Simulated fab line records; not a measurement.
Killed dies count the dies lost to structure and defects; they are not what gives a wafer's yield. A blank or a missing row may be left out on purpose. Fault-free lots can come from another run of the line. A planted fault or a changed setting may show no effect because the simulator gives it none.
Chamber matching / flow n5_finfet / rie_diel-03 running N5_BEOL_M0_SAQP_DESCUM_19: 4 sister chambers
The step chemistry O2, time 7.9 s. 14 wafers are shown with their chamber, then 7 later ones without.

== WAFERS, EACH WITH ITS CHAMBER ==
wafer=L075.2; chamber=3; showerhead_plenum_p_Torr (Torr)=2.23; oes_product_au (a.u.)=0.95; throttle_valve_pct (%)=20.28
wafer=L075.3; chamber=2; showerhead_plenum_p_Torr (Torr)=2.11; oes_product_au (a.u.)=0.80; throttle_valve_pct (%)=20.19
wafer=L075.6; chamber=1; showerhead_plenum_p_Torr (Torr)=2.07; oes_product_au (a.u.)=0.78; throttle_valve_pct (%)=20.26
wafer=L078.2; chamber=2; showerhead_plenum_p_Torr (Torr)=2.11; oes_product_au (a.u.)=0.80; throttle_valve_pct (%)=20.21
wafer=L078.3; chamber=3; showerhead_plenum_p_Torr (Torr)=2.23; oes_product_au (a.u.)=0.94; throttle_valve_pct (%)=20.28
wafer=L078.5; chamber=1; showerhead_plenum_p_Torr (Torr)=2.07; oes_product_au (a.u.)=0.78; throttle_valve_pct (%)=20.29
wafer=L079.1; chamber=3; showerhead_plenum_p_Torr (Torr)=2.23; oes_product_au (a.u.)=0.93; throttle_valve_pct (%)=20.28
wafer=L079.5; chamber=3; showerhead_plenum_p_Torr (Torr)=2.23; oes_product_au (a.u.)=0.92; throttle_valve_pct (%)=20.26
wafer=L079.6; chamber=0; showerhead_plenum_p_Torr (Torr)=2.11; oes_product_au (a.u.)=0.86; throttle_valve_pct (%)=20.35
wafer=L086.1; chamber=1; showerhead_plenum_p_Torr (Torr)=2.06; oes_product_au (a.u.)=0.76; throttle_valve_pct (%)=20.29
wafer=L086.3; chamber=2; showerhead_plenum_p_Torr (Torr)=2.11; oes_product_au (a.u.)=0.78; throttle_valve_pct (%)=20.23
wafer=L086.6; chamber=1; showerhead_plenum_p_Torr (Torr)=2.06; oes_product_au (a.u.)=0.77; throttle_valve_pct (%)=20.30
wafer=L088.1; chamber=2; showerhead_plenum_p_Torr (Torr)=2.10; oes_product_au (a.u.)=0.78; throttle_valve_pct (%)=20.26
wafer=L088.4; chamber=0; showerhead_plenum_p_Torr (Torr)=2.10; oes_product_au (a.u.)=0.83; throttle_valve_pct (%)=20.39

SIGNATURES (averages over the wafers above)
reading=showerhead_plenum_p_Torr; chamber 0=2.1050; chamber 1=2.0650; chamber 2=2.1075; chamber 3=2.2300; scatter within a chamber=0.00474
reading=oes_product_au; chamber 0=0.8450; chamber 1=0.7725; chamber 2=0.7900; chamber 3=0.9350; scatter within a chamber=0.0127
reading=throttle_valve_pct; chamber 0=20.3700; chamber 1=20.2850; chamber 2=20.2225; chamber 3=20.2750; scatter within a chamber=0.0216
Rule: a wafer's distance from a chamber is the root of the sum, over the readings, of the square of ((its reading less the chamber's mean) divided by the reading's scatter). The wafer belongs to the nearest chamber; if the next one is less than 2 further off, it can't be placed. The scatter: take each reading less its chamber's mean, square it, sum over the shown wafers, divide by the number of wafers less the number of chambers, and take the root.

== WAFERS WITH NO CHAMBER GIVEN ==
wafer=L088.5; showerhead_plenum_p_Torr (Torr)=2.06; oes_product_au (a.u.)=0.76; throttle_valve_pct (%)=20.30
wafer=L090.3; showerhead_plenum_p_Torr (Torr)=2.06; oes_product_au (a.u.)=0.76; throttle_valve_pct (%)=20.31
wafer=L090.4; showerhead_plenum_p_Torr (Torr)=2.10; oes_product_au (a.u.)=0.83; throttle_valve_pct (%)=20.40
wafer=L090.6; showerhead_plenum_p_Torr (Torr)=2.22; oes_product_au (a.u.)=0.89; throttle_valve_pct (%)=20.31
wafer=L097.2; showerhead_plenum_p_Torr (Torr)=2.10; oes_product_au (a.u.)=0.77; throttle_valve_pct (%)=20.27
wafer=L097.3; showerhead_plenum_p_Torr (Torr)=2.10; oes_product_au (a.u.)=0.81; throttle_valve_pct (%)=20.41
wafer=L097.6; showerhead_plenum_p_Torr (Torr)=2.10; oes_product_au (a.u.)=0.77; throttle_valve_pct (%)=20.25

== WHICH CHAMBER EACH ONE RAN IN ==
wafer=L088.5; from the rows above=1; in truth=1
wafer=L090.3; from the rows above=1; in truth=1
wafer=L090.4; from the rows above=0; in truth=0
wafer=L090.6; from the rows above=3; in truth=3
wafer=L097.2; from the rows above=2; in truth=2
wafer=L097.3; from the rows above=0; in truth=0
wafer=L097.6; from the rows above=2; in truth=2
Correct placement for 7 of the 7. Not placeable from these rows: 0. 0 placed wrongly.
